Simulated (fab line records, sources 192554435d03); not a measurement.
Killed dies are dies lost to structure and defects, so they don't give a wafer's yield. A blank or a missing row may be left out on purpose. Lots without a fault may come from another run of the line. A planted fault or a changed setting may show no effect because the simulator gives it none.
Problem report in the 8D (eight disciplines) form, filled by code | flow n5_finfet | the parts of the form that need people (team, actions taken, sign-off) are left out

1. THE PROBLEM
killed_at_M4_up at N5_PASSIVATION_PROBE_49 reads a mean of 122 on 6 wafers of 2 lots; wafers without a fault read 14 with a standard deviation of 5.1. That is +21 standard deviations from the usual mean.
First seen on wafer L825.4, day 20 19:43, on prober-01. The record holds 9 wafers of 3 lots with a number at this step. Rule for "out", or "out of limits": more than 4 standard deviations from the usual mean. The other wafers with a number count as sound.

2. WHAT IT IS AND WHAT IT IS NOT
question                    | is                                                                         | is not
which readings at this step | killed_at_M4_up, defect_limited_yield, sort_bin_5_function, sort_yield_pct | killed_at_M0_to_M3, killed_at_contacts, killed_at_front_end, killed_at_other, killed_open
which lots                  | L821, L825                                                                 | L816
which wafers of those lots  | all that have a number                                                     | -
read on which tools         | prober-01                                                                  | -
when                        | from day 20 19:43                                                          | up to then (3 sound wafers)

3. SUSPECTS, AND WHAT RULES EACH OUT
Counting: a tool at a process step up to the reading stays a suspect if it ran every lot that is out and no sound lot after the first of them.
- rie_diel-04 at N5_BEOL_M14_STRIP_37 (strips in O2): kept. It ran every lot that is out, first L825 (day 19 23:44), and no sound lot after that; its last sound lot up to then is L816 (day 18 07:47).
- prober-01 at N5_PASSIVATION_PROBE_49: kept. It ran every lot that is out, first L825 (day 20 19:43), and no sound lot after that; its last sound lot up to then is L816 (day 19 06:34). Its own readings are out on those wafers: defect_limited_yield, killed_at_M4_up, sort_bin_5_function, sort_yield_pct.
Left after counting: rie_diel-04 at N5_BEOL_M14_STRIP_37, prober-01 at N5_PASSIVATION_PROBE_49.

4. THE CAUSE (what the simulator had put in)
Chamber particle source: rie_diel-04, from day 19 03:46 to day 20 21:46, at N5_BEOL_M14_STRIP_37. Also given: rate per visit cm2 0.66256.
Counting left 2 suspects, and this tool is among them.

5. THE CHAIN OF EFFECTS, in route order
Each row: a reading whose mean over the struck wafers that have a number lies more than 3 standard deviations from the usual. Only readings for which the record gives a usual standard deviation are gone through. hours: the time from each lot's start at the first step in this table that gives one to its start at this step, as a median over the lots. sigmas: the change in usual standard deviations.
hours | step                    | reading              | usual  | on struck wafers | change | sigmas
0     | N5_PASSIVATION_PROBE_49 | defect_limited_yield | 91.4 % | 83.2             | -8.2   | -6.8
0     | N5_PASSIVATION_PROBE_49 | killed_at_M4_up      | 14     | 122              | +108   | +21
0     | N5_PASSIVATION_PROBE_49 | killed_dies          | 102    | 198              | +96    | +6.4
0     | N5_PASSIVATION_PROBE_49 | sort_bin_5_function  | 5.0 %  | 10.6             | +5.6   | +6.5
0     | N5_PASSIVATION_PROBE_49 | sort_n_pass          | 1078   | 982              | -96    | -6.4
0     | N5_PASSIVATION_PROBE_49 | sort_yield_pct       | 91.4 % | 83.2             | -8.2   | -6.8
The process steps in it:
- N5_PASSIVATION_PROBE_49

6. WHAT WOULD HAVE CAUGHT IT SOONER
In this record the first reading out of limits was taken at day 20 19:43, 40 hours after the fault began at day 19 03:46.
Of the tool readings at N5_BEOL_M14_STRIP_37 for which the record gives a usual standard deviation, none was out on any struck wafer, so an alarm limit of 4 standard deviations on them would not have fired.
All the lots that are out (2) had begun N5_BEOL_M14_STRIP_37 on rie_diel-04 by day 20 19:43. A hold on the tool at that time would have spared none of them.
